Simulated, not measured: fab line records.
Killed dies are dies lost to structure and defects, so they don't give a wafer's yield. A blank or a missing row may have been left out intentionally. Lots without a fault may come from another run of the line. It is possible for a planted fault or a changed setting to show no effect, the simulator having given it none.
Matching of chambers | flow n5Finfet | 4 sister chambers for N5_BEOL_M13_ETCH_59 on rieDiel-05
The step etches BARC in N2/H2, target depth 89 nm, overetch 26.7 nm, time 67.9 s. 4 wafers are shown with their chamber, then 8 later ones without.

## EACH WAFER AND ITS CHAMBER
wafer  | chamber | showerheadPlenumPTorr (Torr)
L082.1 | 0       | 2.45
L083.6 | 2       | 2.56
L088.5 | 1       | 2.54
L089.1 | 3       | 2.60

## WAFERS WITH NO CHAMBER GIVEN
wafer  | showerheadPlenumPTorr (Torr)
L089.2 | 2.55
L089.6 | 2.44
L095.3 | 2.54
L095.4 | 2.55
L095.6 | 2.55
L097.4 | 2.53
L097.5 | 2.60
L097.6 | 2.55

## CHAMBER TAKEN BY EACH
wafer  | from the rows above     | in truth
L089.2 | can't be placed: 1 or 2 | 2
L089.6 | 0                       | 0
L095.3 | 1                       | 1
L095.4 | can't be placed: 1 or 2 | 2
L095.6 | can't be placed: 1 or 2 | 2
L097.4 | 1                       | 1
L097.5 | 3                       | 3
L097.6 | can't be placed: 1 or 2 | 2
Correct placement for 4 of the 8. From these rows, 4 cannot be placed; in 4 the true chamber is one of the candidates. Wrongly placed: 0.
How it was worked out, from the rows above alone: a wafer's distance from a chamber is the root of the sum, over the readings, of the square of ((its reading less the chamber's mean) divided by the reading's scatter). If the next closest chamber is less than 2 further off than the closest, the wafer can't be placed; otherwise it belongs to the closest. The mean given for a chamber averages the wafers shown for that chamber. The scatter: with one shown wafer a chamber, the root of the mean of the squares of how far each hidden wafer lies from its nearest shown one.
